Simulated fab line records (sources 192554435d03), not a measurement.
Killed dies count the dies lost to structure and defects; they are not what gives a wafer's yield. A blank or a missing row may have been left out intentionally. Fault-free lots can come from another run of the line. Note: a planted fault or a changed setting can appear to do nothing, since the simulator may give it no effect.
One fault seen from 2 desks    flow n5 finfet    numbers are kept per desk, each desk with only its own; the story behind them comes last

FROM THE METROLOGY DESK
Means of the sampled wafers that have a number, per lot and without regard to the tool the lot ran on: this is what the gauges read. Marked OUT: a lot whose mean sits more than 4 standard deviations from the usual mean, which makes it out of limits; the brackets give that distance.
Columns: A = M5_THK at N5_BEOL_M5_THK_MEAS_53, usual 62.1 nm
lot   first seen here  A
L161  day 8 05:10      62.5
L165  day 9 08:52      63.9
L172  day 11 04:07     61.8
L176  day 11 18:10     62.8
L182  day 13 18:31     60.1
This desk found nothing out of limits on any of the 5 lots.

DESK OF THE TOOL OWNER: cvd co-02
The tool's own readings at N5_BEOL_M5_CO_CAP_78 (material Co, precursor CCTBA/H2, target thk 2 nm, time 102.1 s): means of the sampled wafers that have a number, for each lot that ran on this tool. Marked OUT: a lot whose mean sits more than 4 standard deviations from the usual mean, which makes it out of limits; the brackets give that distance.
Columns: A = heater power w at N5_BEOL_M5_CO_CAP_78, usual 223 W; B = run length s at N5_BEOL_M5_CO_CAP_78, usual 125.0 s
lot   first seen here  A    B
L165  day 9 08:56      230  124.8
L172  day 11 04:11     226  139.0 (+21) OUT
L182  day 13 18:35     232  124.9
This desk finds L172 out of limits, L172 being first, at day 11 04:11 (run length s at N5_BEOL_M5_CO_CAP_78). L165, L182 stayed within limits.

PUT TOGETHER
The tool owner's desk had the chance to raise an alarm at day 11 04:11 on L172.
The metrology desk saw nothing out of limits.
The metrology desk has L172 on record, within its limits.
N5_BEOL_M5_CO_CAP_78 was run on cvd co-02 by each of the lots named.

WHAT HAD BEEN PUT IN BY THE SIMULATOR
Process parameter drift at N5_BEOL_M5_CO_CAP_78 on cvd co-02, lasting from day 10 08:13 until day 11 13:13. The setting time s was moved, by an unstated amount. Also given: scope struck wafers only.
Shown lots that were struck: L172.
Time in hours from fault onset to the first out-of-limits reading at each desk: the tool owner's desk, 20.
